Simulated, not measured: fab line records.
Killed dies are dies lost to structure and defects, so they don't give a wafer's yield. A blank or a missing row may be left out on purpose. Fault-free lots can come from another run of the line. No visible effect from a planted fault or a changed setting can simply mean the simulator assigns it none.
fab line records	flow n5_finfet
[record] lots = 5	wafers = 14	last_day = 18
route steps=1938 shown BEOL_M11@1546 PASSIVATION@1936
lots untouched by any fault: they come from a run of this same line in which no faults occurred
start_h: the number of hours between the record's first day and the start of the first shown wafer of the lot	wait_h: hours since the lot's step before	" as in the row above	L1.1+2: several wafers, shown together as one row	- value missing, or start not given	* or withheld: withheld	< > ~ a bound
route shown NAME@n: names a module that has steps shown in the file, with the first one's number in the route	usual: mean/standard deviation of fault-free wafers	same: alike in all rows	chamber/n: place in a boat	sites: the reading at each site	_std_site: standard deviation across them	_edge_site: outer sites' mean less inner sites'	radius_mm: for every site, how far away it sits from the centre of the wafer	mask NAME#n: copy n	behind: the last tool/chamber to shape the wafer	hold: the reason the lot was held/the length of the hold in hours/how it ended	device: which transistor (n, p or np) failed to switch	end of line: the same wafers' tests at the end of the route	where a step has no rows: the recipe by itself	killed: dies lost to structure and defects at the first sort, not the wafer's yield	map: a wafer's dies, x killed, . not, _ none there
set.NAME: setting as actually run; set.NAME@STEP: the setting as run at that earlier step	model.NAME: the simulator's own value behind a step, which no gauge read
lots at selected steps of the route; one table per step, one row per wafer
services: from which hour (start_h, from the record's first day; less than 0 if before it) a tool's chamber was out of use, for how many hours, and why
[[steps]]
[step N5_BEOL_M11_EXPOSE_08]
[recipe] mask_id = M11	na = 1.35	source_shape = dipole	sigma_inner = 0.411	sigma_outer = 0.611	polarization = te	dose_mj = 53.75
[step N5_BEOL_M11_PEB_09]
[recipe] peb_temp_c = withheld	peb_time_s = 60	resist = CAR-ArF
[step N5_BEOL_M11_DEVELOP_10]
[recipe] develop_time_s = 30	developer = TMAH	resist = CAR-ArF	rinse_liquid = diw	dry = air_spin	dev_temp_c = 23
[step N5_BEOL_M11_CD_MEAS_11]
[recipe] target_cd_nm = 64.1	landing_energy_ev = 500	detector = se_inlens	polarity = opening
[usual] cd_nm = 64.0/0.75
lot.wafer	tool	chamber	start_h	wait_h	cd_nm
L385.1	cd_sem-02	0	229.00	-	64.2
L385.5	"	0	"	"	64.3
L385.6	"	0	"	"	64.6
L399.2	cd_sem-01	0	349.17	-	64.1
L399.3	"	0	"	"	64.2
L399.6	"	0	"	"	64.9
L404.3	cd_sem-01	0	362.81	-	65.2
L404.4	"	0	"	"	64.5
L406.1	cd_sem-03	0	379.79	-	63.6
L406.2	"	0	"	"	63.6
L406.5	"	0	"	"	63.1
L405.3	cd_sem-03	0	381.78	-	63.1
L405.5	"	0	"	"	63.2
L405.6	"	0	"	"	63.8
[step N5_BEOL_M11_OVL_MEAS_12]
[recipe] points_per_wafer = 44
[usual] M11_OVL = 0.0/0.74
lot.wafer	tool	chamber	start_h	wait_h	M11_OVL[nm]
L385.1	overlay-01	0	229.03	0.0	1.0
L385.5	"	0	"	"	0.9
L385.6	"	0	"	"	0.2
L399.2	overlay-01	0	349.20	0.0	0.3
L399.3	"	0	"	"	-0.1
L399.6	"	0	"	"	1.0
L404.3	overlay-01	0	362.84	0.0	-0.3
L404.4	"	0	"	"	-0.5
L406.1	overlay-01	0	379.82	0.0	-1.4
L406.2	"	0	"	"	-0.5
L406.5	"	0	"	"	0.2
L405.3	overlay-01	0	381.81	0.0	-0.5
L405.5	"	0	"	"	0.1
L405.6	"	0	"	"	1.0
[step N5_BEOL_M11_INSPECT_13]
[recipe] mode = adi	inspect_instrument = brightfield
[usual] raw_defect_count = 376/77
lot.wafer	tool	chamber	start_h	wait_h	raw_defect_count
L385.1	defect_inspect-01	-	229.05	0.0	745
L385.5	"	-	"	"	450
L385.6	"	-	"	"	342
L399.2	defect_inspect-02	-	349.22	0.0	402
L399.3	"	-	"	"	399
L399.6	"	-	"	"	304
L404.3	defect_inspect-01	-	362.87	0.0	368
L404.4	"	-	"	"	403
L406.1	defect_inspect-02	-	379.84	0.0	338
L406.2	"	-	"	"	442
L406.5	"	-	"	"	377
L405.3	defect_inspect-02	-	381.83	0.0	379
L405.5	"	-	"	"	317
L405.6	"	-	"	"	377
[step N5_BEOL_M11_DESCUM_16]
[recipe] chemistry = O2	time_s = 7.9	source_power_w = 50	bias_power_w = 20	pressure_mtorr = 20	rf_frequency_hz = 2.712e+07	temp_c = 40	resist = CAR-ArF	o2_flow_sccm = 225
[usual] drypump_motor_current_A = 5.9/0.57	oes_product_au = 0.77/0.1	rf_vpp_V = 243.2/1.3	showerhead_plenum_p_Torr = 2.10/0.069	temp_c = 40.01/0.12	throttle_valve_pct = 20.27/0.3
lot.wafer	tool	chamber	start_h	wait_h	drypump_motor_current_A	oes_product_au	rf_hours_counter_h	rf_vpp_V	showerhead_plenum_p_Torr	temp_c	throttle_valve_pct
L385.1	rie_diel-02	3	229.50	0.4	6.5	0.70	204	241.9	2.04	39.90	20.18
L385.5	"	1	"	"	5.1	0.68	-	245.2	2.14	40.11	20.20
L385.6	"	0	"	"	6.4	0.94	-	243.2	2.15	39.90	20.11
L399.2	rie_diel-04	0	349.27	0.0	5.3	0.71	205	243.6	2.14	40.30	20.39
L399.3	"	1	"	"	6.3	0.67	250	245.3	2.13	39.86	20.04
L399.6	"	3	"	"	5.9	0.92	-	244.0	2.23	40.05	20.12
L404.3	rie_diel-02	3	363.00	0.1	6.5	0.66	245	244.5	2.02	40.14	20.26
L404.4	"	1	"	"	5.1	0.90	22	243.0	2.13	39.80	19.73
L406.1	rie_diel-06	3	379.87	0.0	5.2	0.68	226	242.2	1.99	39.99	20.61
L406.2	"	2	"	"	6.2	0.81	89	242.3	2.00	39.89	20.38
L406.5	"	1	"	"	5.4	0.78	-	242.4	2.08	39.94	19.90
L405.3	rie_diel-02	0	381.87	0.0	6.4	0.85	70	242.4	2.14	39.99	20.19
L405.5	"	1	"	"	5.1	0.89	-	243.7	2.13	39.96	19.72
L405.6	"	2	"	"	6.3	0.70	-	241.9	2.01	40.02	20.72
[step N5_BEOL_M11_ETCH_61]
[recipe] chemistry = CF4	target = SiARC	target_depth_a = 390	mask_material = CAR-ArF	time_s = 65	ion_energy_ev = 80	pressure_mtorr = 40	source_w = 545	bias_w = 36	Ar_flow_sccm = 100	cf4_flow_sccm = 100	ends = cleared
[usual] drypump_motor_current_A = 5.9/0.57	etch_rf_on_time_s = 64.8/2.7	mfc_ar_sccm = 100.0/0.33	oes_product_au = 0.66/0.09	rf_vpp_V = 184.1/1.2	showerhead_plenum_p_Torr = 2.15/0.073	throttle_valve_pct = 15.54/0.23
lot.wafer	tool	chamber	start_h	wait_h	drypump_motor_current_A	etch_rf_on_time_s	mfc_ar_sccm	oes_product_au	rf_hours_counter_h	rf_vpp_V	showerhead_plenum_p_Torr	throttle_valve_pct
L385.1	rie_diel-02	3	229.53	0.0	6.5	68.3	99.8	0.59	204	184.9	2.13	15.72
L385.5	"	1	"	"	5.1	63.7	99.7	0.60	-	183.4	2.20	15.54
L385.6	"	0	"	"	6.4	59.7	99.8	0.82	-	183.7	2.19	15.29
L399.2	rie_diel-04	0	349.30	0.0	5.3	68.2	99.7	0.59	205	183.7	2.20	15.72
L399.3	"	1	"	"	6.3	67.3	99.6	0.58	250	184.7	2.21	15.58
L399.6	"	3	"	"	5.9	65.5	99.7	0.77	-	185.4	2.28	15.41
L404.3	rie_diel-02	3	363.04	0.0	6.5	70.6	100.1	0.56	245	184.0	2.11	15.78
L404.4	"	1	"	"	5.1	63.2	99.9	0.79	22	184.5	2.19	15.05
L406.1	rie_diel-06	3	379.91	0.0	5.2	64.2	100.1	0.59	226	182.7	2.02	15.64
L406.2	"	2	"	"	6.2	64.4	100.3	0.70	89	184.2	2.08	15.76
L406.5	"	1	"	"	5.4	65.1	99.4	0.65	-	184.9	2.14	15.31
L405.3	rie_diel-02	0	381.90	0.0	6.4	61.0	100.0	0.74	70	183.5	2.17	15.38
L405.5	"	1	"	"	5.1	62.9	100.4	0.77	-	185.6	2.19	15.07
L405.6	"	2	"	"	6.3	64.2	99.9	0.59	-	184.1	2.02	15.73
[step N5_BEOL_M11_ETCH_62]
[recipe] chemistry = N2/H2	target = SOC	target_depth_a = 1100	overetch_a = 220	mask_material = SiARC	temp_c = 40	time_s = 165	ion_energy_ev = 200	pressure_mtorr = 30	source_w = 840	bias_w = 150	n2_flow_sccm = 200	h2_flow_sccm = 200
[usual] drypump_motor_current_A = 5.9/0.57	oes_product_au = 0.66/0.078	rf_vpp_V = 524.1/2.5	showerhead_plenum_p_Torr = 2.55/0.085	temp_c = 40.01/0.11	throttle_valve_pct = 17.7/0.33
lot.wafer	tool	chamber	start_h	wait_h	drypump_motor_current_A	oes_product_au	rf_hours_counter_h	rf_vpp_V	showerhead_plenum_p_Torr	temp_c	throttle_valve_pct
L385.1	rie_diel-02	3	229.58	0.0	6.5	0.61	204	525.0	2.54	40.10	17.9
L385.5	"	1	"	"	5.1	0.58	-	524.5	2.61	40.04	17.6
L385.6	"	0	"	"	6.4	0.78	-	525.2	2.59	40.02	17.3
L399.2	rie_diel-04	0	349.35	0.0	5.3	0.61	205	525.8	2.64	39.88	17.9
L399.3	"	1	"	"	6.3	0.58	250	525.6	2.62	39.98	17.8
L399.6	"	3	"	"	5.9	0.77	-	528.8	2.70	39.80	17.4
L404.3	rie_diel-02	3	363.09	0.0	6.4	0.58	245	522.8	2.52	39.92	18.0
L404.4	"	1	"	"	5.1	0.76	22	526.6	2.59	40.04	17.1
L406.1	rie_diel-06	3	379.96	0.0	5.2	0.58	226	521.1	2.42	39.87	18.1
L406.2	"	2	"	"	6.2	0.69	89	522.8	2.45	40.11	17.9
L406.5	"	1	"	"	5.4	0.65	-	524.9	2.53	39.90	17.3
L405.3	rie_diel-02	0	381.95	0.0	6.4	0.72	70	523.4	2.57	40.16	17.4
L405.5	"	1	"	"	5.1	0.76	-	525.5	2.59	40.02	17.2
L405.6	"	2	"	"	6.3	0.58	-	520.3	2.41	39.95	18.0
[step N5_BEOL_M11_STRIP_68]
[recipe] chemistry = N2/H2	temp_c = 40	n2_flow_sccm = 200	h2_flow_sccm = 200	rf_frequency_hz = 6e+07
[step N5_BEOL_M11_STRIP_67]
[recipe] chemistry = CF4	resist = SiARC	power_w = 300	bias_power_w = 75	pressure_mtorr = 50	cf4_flow_sccm = 150	rf_frequency_hz = 6e+07
[step N5_BEOL_M11_HM_OPEN_17]
[recipe] chemistry = Cl2/BCl3	target_depth_a = 200	overetch_a = 60	target = TiN	mask_material = SOC	ion_energy_ev = 150	pressure_mtorr = 10	icp_w = 1000	bias_w = 126	Cl2_flow_sccm = 53.25	bcl3_flow_sccm = 21.75	Ar_flow_sccm = 25
[usual] drypump_motor_current_A = 5.55/0.29	mfc_ar_sccm = 24.99/0.075	oes_product_au = 0.70/0.077	throttle_valve_pct = 22.27/0.25
lot.wafer	tool	chamber	start_h	wait_h	drypump_motor_current_A	mfc_ar_sccm	oes_product_au	rf_hours_counter_h	throttle_valve_pct
L385.1	rie_metal-03	0	229.77	0.0	5.68	24.93	0.60	64	22.29
L385.5	"	1	"	"	5.92	24.97	0.67	-	22.49
L385.6	"	0	"	"	5.65	24.94	0.61	-	22.27
L399.2	rie_metal-02	1	349.54	0.0	5.51	24.83	0.77	13	22.25
L399.3	"	0	"	"	4.95	24.87	0.76	-	22.01
L399.6	"	1	"	"	5.51	24.89	0.78	-	22.26
L404.3	rie_metal-01	1	363.30	0.1	5.64	25.01	0.73	-	21.82
L404.4	"	0	"	"	5.49	25.02	0.69	-	22.62
L406.1	rie_metal-01	0	380.15	0.0	5.45	24.96	0.69	26	22.62
L406.2	"	1	"	"	5.66	25.02	0.71	28	21.82
L406.5	"	0	"	"	5.50	24.99	0.69	-	22.62
L405.3	rie_metal-01	1	382.17	0.1	5.65	24.90	0.72	-	21.81
L405.5	"	0	"	"	5.47	24.93	0.70	-	22.63
L405.6	"	1	"	"	5.64	24.93	0.73	-	21.81
[step N5_BEOL_M11_STRIP_19]
[recipe] chemistry = O2	power_w = 400	temp_c = 40	pressure_mtorr = 30	rf_frequency_hz = 6e+07	bias_power_w = 0	overash_fraction = 0.2	o2_flow_sccm = 225
[usual] drypump_motor_current_A = 5.7/0.53	oes_product_au = 0.76/0.08	rf_vpp_V = 3.7/0.56	showerhead_plenum_p_Torr = 2.09/0.072	temp_c = 39.98/0.1	throttle_valve_pct = 16.61/0.26
lot.wafer	tool	chamber	start_h	wait_h	drypump_motor_current_A	oes_product_au	rf_hours_counter_h	rf_vpp_V	showerhead_plenum_p_Torr	temp_c	throttle_valve_pct
L385.1	rie_diel-02	2	229.90	0.1	6.3	0.73	200	3.8	2.03	40.01	16.88
L385.5	"	2	"	"	6.3	0.72	-	3.4	2.03	39.91	16.86
L385.6	"	1	"	"	5.1	0.68	-	4.1	2.15	39.89	16.48
L399.2	rie_diel-06	1	349.65	0.1	5.4	0.79	108	4.1	2.09	39.87	16.26
L399.3	"	2	"	"	6.2	0.82	78	3.2	2.01	39.88	16.69
L399.6	"	1	"	"	5.4	0.79	-	3.9	2.09	39.89	16.26
L404.3	rie_diel-06	2	363.52	0.2	6.2	0.82	85	2.7	2.01	39.90	16.69
L404.4	"	1	"	"	5.4	0.79	114	4.1	2.09	39.90	16.27
L406.1	rie_diel-04	2	380.45	0.3	4.9	0.91	3	3.0	2.16	39.97	16.37
L406.2	"	3	"	"	5.9	0.90	38	4.4	2.23	39.89	16.40
L406.5	"	2	"	"	4.9	0.91	-	3.6	2.16	40.05	16.41
L405.3	rie_diel-02	0	382.31	0.1	6.4	0.85	70	3.0	2.14	39.95	16.45
L405.5	"	2	"	"	6.3	0.69	-	3.3	2.01	39.89	16.97
L405.6	"	1	"	"	5.0	0.90	-	3.6	2.13	40.15	16.03
[step N5_BEOL_M11_CD_MEAS_18]
[recipe] pitch_nm = 140	target_cd_nm = 70
[usual] cd_nm = 69.8/0.91
lot.wafer	tool	chamber	start_h	wait_h	cd_nm
L385.1	cd_sem-02	-	229.97	0.0	70.8
L385.5	"	-	"	"	70.3
L385.6	"	-	"	"	70.8
L399.2	cd_sem-03	-	349.72	0.1	69.3
L399.3	"	-	"	"	70.3
L399.6	"	-	"	"	70.7
L404.3	cd_sem-01	-	363.59	0.1	70.5
L404.4	"	-	"	"	70.0
L406.1	cd_sem-03	-	380.52	0.0	70.5
L406.2	"	-	"	"	69.7
L406.5	"	-	"	"	69.4
L405.3	cd_sem-01	-	382.38	0.1	69.6
L405.5	"	-	"	"	68.4
L405.6	"	-	"	"	69.4
[step N5_BEOL_M11_COAT_63]
[recipe] resist = SOC	temp_c = 250	time_s = 60	spin_rpm = 1500	resist_thk_nm = 100
[step N5_BEOL_M11_COAT_64]
[recipe] resist = SiARC	temp_c = 220	time_s = 60	spin_rpm = 1500	resist_thk_nm = 30
[step N5_BEOL_M11_COAT_22]
[recipe] resist = CAR-ArF	spin_rpm = 1500	resist_thk_nm = 90
[step N5_BEOL_M11_EBR_24]
[recipe] solvent = PGMEA	ebr_width_mm = 1.5
[step N5_BEOL_M11_SOFTBAKE_23]
[recipe] temp_c = 110	time_s = 60	resist = CAR-ArF
[step N5_BEOL_M11_EXPOSE_25]
[recipe] mask_id = V10	na = 1.35	source_shape = annular	sigma_inner = 0.5	sigma_outer = 0.8	polarization = unpolarized	dose_mj = 85.5
[step N5_BEOL_M11_PEB_26]
[recipe] peb_temp_c = withheld	peb_time_s = 60	resist = CAR-ArF
[step N5_BEOL_M11_DEVELOP_27]
[recipe] develop_time_s = 30	developer = TMAH	resist = CAR-ArF	rinse_liquid = diw	dry = air_spin	dev_temp_c = 23
[step N5_BEOL_M11_CD_MEAS_28]
[recipe] target_cd_nm = 70	landing_energy_ev = 500	detector = se_inlens	polarity = opening
[usual] cd_nm = 70.3/1.3
lot.wafer	tool	chamber	start_h	wait_h	cd_nm
L385.1	cd_sem-02	0	232.80	-	71.5
L385.5	"	0	"	"	71.2
L385.6	"	0	"	"	71.5
L399.2	cd_sem-02	0	351.99	-	69.2
L399.3	"	0	"	"	70.8
L399.6	"	0	"	"	71.8
L404.3	cd_sem-02	0	365.46	-	68.2
L404.4	"	0	"	"	68.9
L406.1	cd_sem-01	0	380.95	-	71.0
L406.2	"	0	"	"	71.1
L406.5	"	0	"	"	71.4
L405.3	cd_sem-03	0	383.01	-	69.3
L405.5	"	0	"	"	72.2
L405.6	"	0	"	"	71.8
[step N5_BEOL_M11_OVL_MEAS_29]
[recipe] points_per_wafer = 44
[usual] V10_OVL = -0.1/0.76
lot.wafer	tool	chamber	start_h	wait_h	V10_OVL[nm]
L385.1	overlay-02	0	232.83	0.0	-0.4
L385.5	"	0	"	"	-0.2
L385.6	"	0	"	"	-0.4
L399.2	overlay-01	0	352.02	0.0	-0.7
L399.3	"	0	"	"	-0.2
L399.6	"	0	"	"	-0.7
L404.3	overlay-02	0	365.50	0.0	0.0
L404.4	"	0	"	"	1.1
L406.1	overlay-02	0	380.98	0.0	0.8
L406.2	"	0	"	"	-0.4
L406.5	"	0	"	"	-0.9
L405.3	overlay-02	0	383.03	0.0	-0.6
L405.5	"	0	"	"	-0.9
L405.6	"	0	"	"	-1.3
[step N5_BEOL_M11_INSPECT_30]
[recipe] mode = adi	inspect_instrument = brightfield
[usual] raw_defect_count = 386/88
lot.wafer	tool	chamber	start_h	wait_h	raw_defect_count
L385.1	defect_inspect-02	-	232.86	0.0	842
L385.5	"	-	"	"	505
L385.6	"	-	"	"	373
L399.2	defect_inspect-02	-	352.05	0.0	416
L399.3	"	-	"	"	407
L399.6	"	-	"	"	283
L404.3	defect_inspect-02	-	365.52	0.0	399
L404.4	"	-	"	"	753
L406.1	defect_inspect-02	-	381.00	0.0	338
L406.2	"	-	"	"	438
L406.5	"	-	"	"	383
L405.3	defect_inspect-01	-	383.06	0.0	362
L405.5	"	-	"	"	284
L405.6	"	-	"	"	342
[step N5_BEOL_M11_DESCUM_33]
[recipe] chemistry = O2	time_s = 7.9	source_power_w = 50	bias_power_w = 20	pressure_mtorr = 20	rf_frequency_hz = 2.712e+07	temp_c = 40	resist = CAR-ArF	o2_flow_sccm = 225
[usual] drypump_motor_current_A = 5.7/0.53	oes_product_au = 0.77/0.085	rf_vpp_V = 243.3/1.3	showerhead_plenum_p_Torr = 2.10/0.071	temp_c = 40.01/0.097	throttle_valve_pct = 20.27/0.27
lot.wafer	tool	chamber	start_h	wait_h	drypump_motor_current_A	oes_product_au	rf_hours_counter_h	rf_vpp_V	showerhead_plenum_p_Torr	temp_c	throttle_valve_pct
L385.1	rie_diel-02	0	232.89	0.0	6.4	0.93	24	242.8	2.15	40.07	20.11
L385.5	"	0	"	"	6.4	0.93	-	243.4	2.15	40.00	20.12
L385.6	"	1	"	"	5.1	0.67	-	244.9	2.14	39.98	20.19
L399.2	rie_diel-06	3	352.08	0.0	5.2	0.68	216	240.3	2.00	39.99	20.59
L399.3	"	2	"	"	6.2	0.82	79	242.5	2.01	39.93	20.35
L399.6	"	2	"	"	6.2	0.82	-	241.4	2.01	39.99	20.38
L404.3	rie_diel-02	3	365.55	0.0	6.4	0.67	246	242.8	2.02	40.01	20.25
L404.4	"	1	"	"	5.1	0.91	23	243.6	2.13	40.12	19.72
L406.1	rie_diel-04	3	381.35	0.3	5.9	0.91	38	244.0	2.22	40.10	20.13
L406.2	"	0	"	"	5.3	0.70	219	243.0	2.14	40.03	20.43
L406.5	"	0	"	"	5.3	0.70	-	243.7	2.14	40.04	20.43
L405.3	rie_diel-04	3	383.22	0.2	5.9	0.91	39	243.9	2.22	40.03	20.14
L405.5	"	2	"	"	4.8	0.91	-	244.4	2.15	40.02	20.19
L405.6	"	0	"	"	5.3	0.70	-	243.2	2.14	40.10	20.43
[step N5_PASSIVATION_PROBE_49]
[usual] defect_limited_yield = 91.5/1.3	killed_at_M0_to_M3 = 36/10	killed_at_M4_up = 13/4.7	killed_at_contacts = 13/6.7	killed_at_front_end = 37/9.7	killed_at_other = 2.6/2.3	killed_dies = 101/15	killed_open = 67/12	killed_short = 32/6.7	sort_bin_4_leakage = 0.0/0.31	sort_bin_5_function = 5.0/0.89	sort_bin_6_memory = 3.2/0.63	sort_bin_8_speed = 0.01/0.03	sort_n_pass = 1079/16	sort_yield_pct = 91.4/1.4
[same] gross_dies = 1180	killed_at_back_side = 0
lot.wafer	tool	chamber	start_h	wait_h	defect_limited_yield[%]	killed_at_M0_to_M3	killed_at_M4_up	killed_at_contacts	killed_at_front_end	killed_at_other	killed_dies	killed_open	killed_short	sort_bin_4_leakage[%]	sort_bin_5_function[%]	sort_bin_6_memory[%]	sort_bin_8_speed[%]	sort_n_pass	sort_yield_pct[%]
L385.1	prober-01	-	274.54	0.0	91.4	23	16	17	43	3	102	66	35	0	5.7	2.9	0	1078	91.4
L385.5	prober-01	-	274.74	0.2	90.8	34	13	23	37	2	109	76	32	0	5.1	3.7	0	1071	90.8
L385.6	prober-01	-	274.79	0.3	92.3	32	11	12	36	0	91	56	33	0	4.7	3.0	0.08	1088	92.2
L399.2	prober-01	-	398.66	0.1	92.2	35	10	12	32	3	92	56	30	0	3.7	3.4	0	1088	92.2
L399.3	prober-01	-	398.71	0.1	90.3	60	21	4	27	3	115	74	40	0	5.7	3.6	0	1065	90.3
L399.6	prober-01	-	398.86	0.3	93.1	45	10	5	20	1	81	51	28	0	3.8	2.8	0	1099	93.1
L404.3	prober-02	-	415.91	0.1	90.2	29	9	25	50	3	116	63	43	0	4.9	3.8	0	1064	90.2
L404.4	prober-02	-	415.96	0.2	80.8	33	125	18	49	2	227	82	39	0	12.3	5.4	0	953	80.8
L406.1	prober-02	-	437.77	0.9	90.3	53	17	11	32	1	114	80	34	0	5.7	3.6	0	1066	90.3
L406.2	prober-02	-	437.82	1.0	90.2	61	7	11	35	2	116	86	28	0	5.3	4.5	0	1064	90.2
L406.5	prober-02	-	437.97	1.1	89.4	50	19	21	34	1	125	84	40	0	6.6	3.4	0	1055	89.4
// killed by level:class
L385.1 MOL_CONTACT_COAG:geometric_particle:open=14 FIN_SAQP:geometric_particle:short=11 BEOL_M3:geometric_particle:open=6 GATE_CUT:geometric_particle:open=5 BEOL_M2:geometric_particle:open=5 FIN_SAQP:geometric_particle:open=4 STI_FIN_REVEAL:geometric_particle:open=4 BEOL_M0_SAQP:geometric_particle:short=4
L385.5 MOL_CONTACT_COAG:geometric_particle:open=17 BEOL_M3:geometric_particle:open=10 FIN_SAQP:geometric_particle:open=6 STI_FIN_REVEAL:geometric_particle:open=6 DUMMY_GATE:geometric_particle:open=6 MOL_CONTACT_COAG:geometric_particle:short=6 BEOL_M2:geometric_particle:open=6 GATE_CUT:geometric_particle:short=4
L385.6 MOL_CONTACT_COAG:geometric_particle:open=9 BEOL_M2:geometric_particle:open=8 FIN_SAQP:geometric_particle:open=6 BEOL_M0:geometric_particle:open=6 FIN_SAQP:geometric_particle:short=5 DUMMY_GATE:geometric_particle:open=5 BEOL_M3:geometric_particle:open=5 DUMMY_GATE:geometric_particle:short=4
L399.2 BEOL_M0_SAQP:geometric_particle:short=13 MOL_CONTACT_COAG:geometric_particle:open=11 BEOL_M0_SAQP:geometric_particle:open=9 FIN_SAQP:geometric_particle:short=7 FIN_SAQP:geometric_particle:open=6 STI_FIN_REVEAL:geometric_particle:open=5 HKMG_FIN:area_etch=5 BEOL_M1:geometric_particle:open=4
L399.3 BEOL_M0_SAQP:geometric_particle:open=19 BEOL_M0_SAQP:geometric_particle:short=17 BEOL_M2:geometric_particle:open=13 BEOL_M4:geometric_particle:open=9 STARTING-WAFER:geometric_particle:short=7 GATE_CUT:geometric_particle:open=6 GATE_CUT:geometric_particle:short=5 MOL_CONTACT_COAG:geometric_particle:open=4
L399.6 BEOL_M0_SAQP:geometric_particle:short=16 BEOL_M0_SAQP:geometric_particle:open=13 BEOL_M2:geometric_particle:open=8 FIN_SAQP:geometric_particle:open=5 BEOL_M3:geometric_particle:open=5 STI_FIN_REVEAL:geometric_particle:open=3 MOL_CONTACT_COAG:geometric_particle:open=3 BEOL_M4:geometric_particle:open=3
L404.3 MOL_CONTACT_COAG:geometric_particle:open=20 STI_FIN_REVEAL:geometric_particle:open=12 HKMG_FIN:area_etch=9 BEOL_M2:geometric_particle:open=8 FIN_SAQP:geometric_particle:short=6 BEOL_M1:geometric_particle:short=6 GATE_CUT:geometric_particle:short=5 MOL_CONTACT_COAG:geometric_particle:short=5
L404.4 BEOL_M11:unspecified=104 STI_FIN_REVEAL:geometric_particle:open=19 MOL_CONTACT_COAG:geometric_particle:open=13 FIN_SAQP:geometric_particle:short=11 BEOL_M2:geometric_particle:open=7 MOL_CONTACT_COAG:geometric_particle:short=5 BEOL_M0_SAQP:geometric_particle:short=5 BEOL_M1:geometric_particle:open=5
L406.1 BEOL_M3:geometric_particle:open=11 MOL_CONTACT_COAG:geometric_particle:open=9 BEOL_M1:geometric_particle:open=8 BEOL_M2:geometric_particle:open=8 BEOL_M0_SAQP:geometric_particle:open=7 BEOL_M1:geometric_particle:short=6 STARTING-WAFER:geometric_particle:open=6 FIN_SAQP:geometric_particle:open=5
L406.2 BEOL_M0_SAQP:geometric_particle:open=17 BEOL_M2:geometric_particle:open=16 STI_FIN_REVEAL:geometric_particle:open=12 MOL_CONTACT_COAG:geometric_particle:open=10 BEOL_M3:geometric_particle:open=10 BEOL_M0_SAQP:geometric_particle:short=9 FIN_SAQP:geometric_particle:open=4 FIN_SAQP:geometric_particle:short=4
L406.5 MOL_CONTACT_COAG:geometric_particle:open=17 FIN_SAQP:geometric_particle:open=12 BEOL_M0_SAQP:geometric_particle:open=11 BEOL_M0_SAQP:geometric_particle:short=11 BEOL_M1:geometric_particle:open=7 BEOL_M2:geometric_particle:open=6 BEOL_M3:geometric_particle:open=6 FIN_SAQP:geometric_particle:short=5
// map L404.4 (x killed, . not)
_________________....x.......________________
______________.......x..x.....x._____________
___________.x..................x...__________
__________...........xx........x.x.._________
________.............x.x.........x.x.._______
_______.........x.........x.x.xx.x.xxx.______
______......x................xxxxxxxxx.._____
_____......x......x......x..xxxxxxxxxxxx.____
____..........x..........x.x.xxxxxxxxxx...___
___....x..................x..xxxxxxxxxx.xx.__
___x..............x...x....xx.xxxxxxxxxx...__
__...x..x............xx.....xxxxxxxxxx.x...._
__.......x.................xxxxxxxxxxxx....._
_..x..x......x............x...xx.xxx....x.x..
_..........................xxxxxxxx.......x..
_....xx..x..................x...xx..........x
_....................x........x...x........x.
_..x....x....x.....x.......x.........x.......
_.x...x.......x...x..........x.x.............
_............x.x.............x.x.............
_.....x............x.x....................x..
__..x....x...........................x.x...x_
__...xx.....x......................x..xxx..._
___..........x....xx.x........xx.x....x.x..__
___x.......x..x.xx.....x.x...........x.....__
____....xx....x..................x........___
_____....x......x...........x.x.......x..____
______..x.......x...x.......x....x..x..._____
_______..x.......x..x...x..............______
________...........x...x.............._______
__________.........x.x.......x......_________
___________..x..x..x...............__________
______________.x..............x._____________
_________________............________________
// map L399.3 (x killed, . not)
_________________........x..x________________
______________.................._____________
___________.......x.........x......__________
__________x....x..x................._________
________......x..............x..x....._______
_______..........xx.x..........x.....x.______
______.........x........................_____
_____.......x.............x..x........x..____
____...................x.x......x.......x.___
___.....................................x..__
___....x...................x..x.x..........__
__....x.x....x.............................._
__..............x..........................._
_.....................x....x.........xx....x.
_........................x.............x.....
_x...xx...x...x......xx....x..xx.............
_.....x.........................x............
_........x...x.........x..x..................
_....x.............x....xxx.......x..........
_..x....x........x.x.............x.x.........
_..........xx................x...x.x.........
__.........................x......xx........_
__...x..........x..............x.......x...._
___..x...........x..xx...............x.x...__
___............xx..x..........x............__
____.x.x.............................x....___
_____......x..........x.............x....____
______x....x...........x..............xx_____
_______x...x......x...........x...x....______
________..x.............x.x..........._______
__________...................x......_________
___________..x............x........__________
______________......x..........._____________
_________________....xx......________________
[[services]]
tool	chamber	start_h	hours	kind
rie_diel-02	1	222.31	5.3	repair
rie_diel-04	3	237.79	-	clean
rie_diel-04	3	237.79	-	consumable_replace:focus_ring
rie_diel-04	3	237.79	-	consumable_replace:showerhead
rie_diel-04	3	237.79	23.2	scheduled_down
rie_diel-04	3	237.79	23.2	vent_cycle
rie_metal-03	-	242.53	0.8	repair
rie_metal-02	-	260.14	0.2	repair
rie_diel-02	1	267.30	-	clean
rie_diel-02	1	267.30	-	consumable_replace:esc
rie_diel-02	1	267.30	-	consumable_replace:focus_ring
rie_diel-02	1	267.30	22.7	scheduled_down
rie_diel-02	1	267.30	22.7	vent_cycle
rie_metal-02	-	268.16	2.8	pm
rie_metal-01	0	311.77	1.4	repair
rie_metal-01	1	317.85	17.7	repair
rie_diel-04	2	349.02	-	clean
rie_diel-04	2	349.02	-	consumable_replace:esc
rie_diel-04	2	349.02	-	consumable_replace:focus_ring
rie_metal-03	1	372.67	4.0	repair
rie_diel-02	3	379.85	-	clean
rie_diel-02	3	379.85	-	consumable_replace:focus_ring
rie_diel-02	3	379.85	18.0	scheduled_down
rie_diel-02	3	379.85	18.0	vent_cycle
[[key]]
[first_sign] step = N5_BEOL_M11_INSPECT_30	reading = raw_defect_count	direction = up	sigmas = 4.2	usual = 386	struck = 753
[effect] step = N5_PASSIVATION_PROBE_49	reading = killed_at_M4_up	direction = up	sigmas = 24	usual = 13	struck = 125
[more_kills_born_at] N5_BEOL_M11_STRIP_19@rie_diel-06 = 104
met_at N5_BEOL_M11_STRIP_19
struck_wafers L404.4
onset_between 349.65 363.52
[fault] kind = chamber_particle_source	tool = rie_diel-06	chamber = 1	onset_h = 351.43	steps = N5_BEOL_M11_STRIP_19	rate_per_visit_cm2 = 0.47064
